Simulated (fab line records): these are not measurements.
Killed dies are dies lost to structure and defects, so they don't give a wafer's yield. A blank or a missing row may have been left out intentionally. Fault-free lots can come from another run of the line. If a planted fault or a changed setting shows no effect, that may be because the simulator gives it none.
Which of the tools did it?	flow n5 finfet	Sampling: 9 lots, 27 wafers, 6 of 1938 route steps

## WHAT EACH GAUGE READ, for each wafer
N5_SD_EPI_P_CD_MEAS_09: the cd target is 240 nm.
lot	measured	on	cd nm (nm)
L695	day 3 06:47	cd sem-03	240.7 240.1 240.3
L700	day 4 13:16	cd sem-03	239.9 240.1 239.7
L702	day 5 02:46	cd sem-02	240.0 240.2 239.9
L705	day 5 20:05	cd sem-01	240.1 239.4 238.8
L707	day 6 05:52	cd sem-02	240.5 240.2 240.0
L708	day 6 12:16	cd sem-01	240.4 240.1 239.4
L712	day 7 09:30	cd sem-01	238.3 239.4 239.5
L715	day 8 05:40	cd sem-03	239.6 240.3 240.1
L718	day 9 00:26	cd sem-01	239.8 240.0 240.0

N5_SD_ACTIVATION_RS_MEAS_03: a four-point-probe measurement.
lot	measured	on	RS_SD_N (ohm/sq)	RS_SD_P (ohm/sq)
L695	day 3 11:55	film metro-02	21.79 22.00 22.12	55.5 55.4 56.5
L700	day 4 17:45	film metro-02	21.65 21.80 21.79	57.8 57.1 57.1
L702	day 5 07:07	film metro-02	21.98 21.75 21.60	57.3 57.3 57.5
L705	day 6 02:20	film metro-01	22.06 21.89 21.62	58.2 57.1 57.5
L707	day 6 10:56	film metro-01	27.76 27.44 28.16	57.2 57.8 57.8
L708	day 6 17:24	film metro-01	27.84 28.21 28.02	56.9 56.3 57.8
L712	day 7 13:44	film metro-02	22.11 21.85 22.23	55.8 55.6 55.1
L715	day 8 10:50	film metro-02	22.08 22.03 22.17	55.4 55.7 58.0
L718	day 9 04:57	film metro-01	21.99 21.98 22.11	56.1 56.7 56.4

N5_ILD0_THK_MEAS_04.
lot	measured	on	thk nm (nm)
L695	day 3 14:55	film metro-02	197.2 198.6 197.4
L700	day 4 20:46	film metro-02	198.1 197.3 197.9
L702	day 5 10:08	film metro-02	199.4 197.7 197.3
L705	day 6 05:22	film metro-01	199.8 199.2 198.2
L707	day 6 13:58	film metro-02	197.2 198.2 198.0
L708	day 6 20:23	film metro-01	197.6 197.8 196.9
L712	day 7 17:19	film metro-01	198.7 197.1 197.8
L715	day 8 13:51	film metro-01	197.0 196.6 197.2
L718	day 9 08:19	film metro-02	198.0 197.9 196.6

N5_BEOL_M4_RC_MEAS_101.
lot	measured	on	DIBL_N (mV/V)	DIBL_P (mV/V)	IOFF_N (nA/um)	IOFF_P (nA/um)	ION_N (uA/um)	ION_P (uA/um)	RC_DENSE_N (ohm.um)	RC_N (ohm.um)	REXT_N (ohm.um)	RS_SD_N (ohm/sq)	SS_N (mV/dec)	SS_P (mV/dec)	VT_N (mV)	VT_P (mV)
L695	day 7 20:01	prober-01	35.6 35.7 35.3	34.7 34.9 34.9	0.148 0.151 0.147	0.194 0.200 0.196	674 688 678	468 470 463	18.3 18.5 18.3	15.03 14.97 15.00	76.8 75.9 77.0	28.0 28.1 28.6	71.6 72.3 72.2	73.1 73.5 72.6	249.6 249.3 247.7	-251.0 -249.6 -250.2
L700	day 9 01:45	prober-01	35.5 35.4 35.1	35.7 34.5 34.4	0.139 0.133 0.133	0.213 0.200 0.200	673 656 663	460 459 461	18.4 18.4 19.0	15.09 15.17 15.47	74.1 74.5 74.8	27.8 28.4 28.3	72.1 71.7 71.3	73.3 72.9 72.8	251.8 253.1 249.9	-249.5 -248.3 -248.9
L702	day 9 20:53	prober-02	36.1 35.3 35.4	34.8 33.5 33.9	0.155 0.148 0.141	0.202 0.184 0.189	669 682 674	464 462 465	19.3 18.1 18.8	15.56 14.86 15.34	72.7 71.7 73.0	28.6 28.0 28.2	71.9 72.0 71.2	72.5 72.7 73.1	250.6 249.2 253.0	-253.7 -254.6 -253.1
L705	day 10 18:28	prober-01	36.3 37.7 34.9	35.6 37.2 33.8	0.127 0.162 0.116	0.182 0.205 0.165	662 672 664	455 460 455	18.7 19.0 18.8	15.32 15.55 15.41	74.1 73.6 73.3	28.6 28.0 27.9	71.1 71.3 70.9	72.7 74.0 72.9	252.8 249.4 253.7	-253.7 -252.9 -253.3
L707	day 11 19:35	prober-01	35.7 36.8 36.4	34.7 35.7 35.4	0.141 0.156 0.157	0.202 0.214 0.208	661 660 667	465 463 466	22.9 22.3 22.7	18.70 18.24 18.76	85.5 85.7 86.4	35.3 34.7 34.8	70.4 71.1 70.9	72.4 73.2 73.3	249.5 250.2 249.4	-247.4 -250.3 -251.8
L708	day 11 16:36	prober-01	32.6 33.1 33.2	32.7 33.6 32.3	0.120 0.126 0.116	0.163 0.178 0.156	665 652 659	464 458 459	23.1 23.0 23.8	19.12 18.93 19.50	85.6 86.4 86.2	35.1 35.1 34.9	71.1 71.0 71.2	73.1 73.4 72.7	252.1 251.7 255.3	-253.6 -254.3 -254.8
L712	day 12 23:49	prober-02	36.5 36.1 35.8	37.5 37.5 37.1	0.156 0.160 0.146	0.221 0.216 0.205	674 676 665	468 470 464	18.9 18.8 18.8	15.65 15.23 15.51	78.5 77.4 78.4	28.9 28.6 28.9	71.2 72.1 72.0	73.8 72.7 72.9	251.3 251.1 253.0	-248.6 -247.2 -247.0
L715	day 13 05:14	prober-02	38.8 38.5 36.1	38.7 38.0 35.9	0.206 0.195 0.144	0.234 0.228 0.182	693 696 675	465 471 458	19.0 18.3 18.6	15.62 15.10 15.17	74.3 74.8 74.4	28.4 28.5 28.5	72.0 71.5 71.0	74.5 74.8 73.2	246.4 247.9 250.5	-251.8 -251.2 -255.0
L718	day 14 10:37	prober-01	35.0 35.0 35.9	35.5 36.1 36.4	0.129 0.136 0.141	0.156 0.168 0.169	667 678 677	456 460 462	18.8 18.8 18.9	15.36 15.37 15.42	74.3 73.9 74.1	28.6 28.3 28.7	71.1 71.8 72.3	73.3 72.9 73.3	251.5 249.9 250.5	-255.6 -253.4 -256.6

## TOOL THAT RAN EACH LOT (tool first, then ch and the chambers of the sampled wafers, then the start)
lot	N5_SD_EPI_P_ETCH_36	N5_SD_ACTIVATION_LSA_01
L695	rie diel-03 ch 1,2, day 3 06:55	laser anneal-02 ch 0, day 3 11:43
L700	rie diel-04 ch 0,1, day 4 13:25	laser anneal-01 ch 0, day 4 17:34
L702	rie diel-03 ch 0,1,3, day 5 02:53	laser anneal-01 ch 0, day 5 06:55
L705	rie diel-05 ch 0,1,3, day 5 20:16	laser anneal-02 ch 0, day 6 02:08
L707	rie diel-04 ch 1,2, day 6 05:59	laser anneal-01 ch 0, day 6 10:44
L708	rie diel-05 ch 0,1,3, day 6 12:23	laser anneal-01 ch 0, day 6 17:12
L712	rie diel-03 ch 1,3, day 7 09:37	laser anneal-02 ch 0, day 7 13:32
L715	rie diel-04 ch 0,1,2, day 8 05:48	laser anneal-02 ch 0, day 8 10:38
L718	rie diel-04 ch 0,1, day 9 00:47	laser anneal-02 ch 0, day 9 04:46
- N5_SD_EPI_P_ETCH_36: etches SiARC in CF4, target depth 45.5 nm, time 75.8 s.
- N5_SD_ACTIVATION_LSA_01: time 0.0008 s.

## WHAT THE TOOLS THEMSELVES READ (means of the sampled wafers that have a number; where no wafer has one, the mark that the record gives instead)
N5_SD_EPI_P_ETCH_36.
lot	tool	drypump motor current A (A)	etch rf on time s (s)	oes product au (a.u.)	rf vpp V (V)	showerhead plenum p Torr (Torr)	throttle valve pct (%)
L695	rie diel-03	5.9	75.6	0.61	184.1	2.12	15.69
L700	rie diel-04	5.9	75.4	0.70	184.7	2.19	15.59
L702	rie diel-03	6.0	74.4	0.70	182.8	2.12	15.55
L705	rie diel-05	5.6	75.3	0.70	184.7	2.22	15.62
L707	rie diel-04	6.3	77.1	0.65	183.6	2.14	15.68
L708	rie diel-05	5.6	75.4	0.69	185.8	2.22	15.64
L712	rie diel-03	5.9	74.3	0.71	182.9	2.10	15.49
L715	rie diel-04	6.1	76.9	0.67	183.9	2.18	15.58
L718	rie diel-04	6.0	75.5	0.68	185.3	2.18	15.67

N5_SD_ACTIVATION_LSA_01.
lot	tool	wafer_temp_C_max
L695	laser anneal-02	1084.9
L700	laser anneal-01	1084.6
L702	laser anneal-01	1085.3
L705	laser anneal-02	1085.5
L707	laser anneal-01	1023.6
L708	laser anneal-01	1023.5
L712	laser anneal-02	1085.0
L715	laser anneal-02	1085.2
L718	laser anneal-02	1086.7

## THE ANSWER, worked out from the rows above alone
Rule: what is usual is taken from the lots themselves. The widest of any qualifying gaps counts: lots, ordered by their means at a reading, are off when they make up no more than a third of the lots, leave a main group of 4 or more, and stand apart from it by 3 or more times the standard deviation of that group's means. A main group is skipped when, at the precision printed for the reading in the tables above, its means are all equal. A lot without any number at a reading at which 4 lots or more have one is off too. All remaining lots with rows at the step are treated as sound. Order of review: gauges by route order, followed by the tools' own readings, for which a lot's mean as printed above is used. The first step at which some lot is off is used, and at that step the reading that is off furthest; a lot without a number counts as furthest.
Off: L707, L708, at N5_SD_ACTIVATION_RS_MEAS_03 (RS_SD_N). For the main group the mean is 21.93 ohm/sq and the standard deviation 0.13.
A tool fits if, at a process step before that reading, it ran every lot that is off, and no sound lot after the first of them. The gauges at N5_SD_ACTIVATION_RS_MEAS_03 aren't tried: what is off there is off at N5_BEOL_M4_RC_MEAS_101 too, on other tools, and a gauge's error can't cause that. One candidate fits, namely laser anneal-01 at N5_SD_ACTIVATION_LSA_01. Its last sound lot is L702 (day 5 06:55), its first lot that is off L707 (day 6 10:44): a fault that began between those two fits.
On the lots that are off, the tool's own readings at N5_SD_ACTIVATION_LSA_01 differ by more than 5 times the standard deviation of the sound lots' means, which bears it out; wafer_temp_C_max reads 1023.5 there versus 1085.3 on the sound lots.

## WHAT WAS PUT IN BY THE SIMULATOR
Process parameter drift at N5_SD_ACTIVATION_LSA_01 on laser anneal-01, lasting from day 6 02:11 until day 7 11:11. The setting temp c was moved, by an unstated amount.
Lots struck among those shown: L707, L708. The rule above found the same.
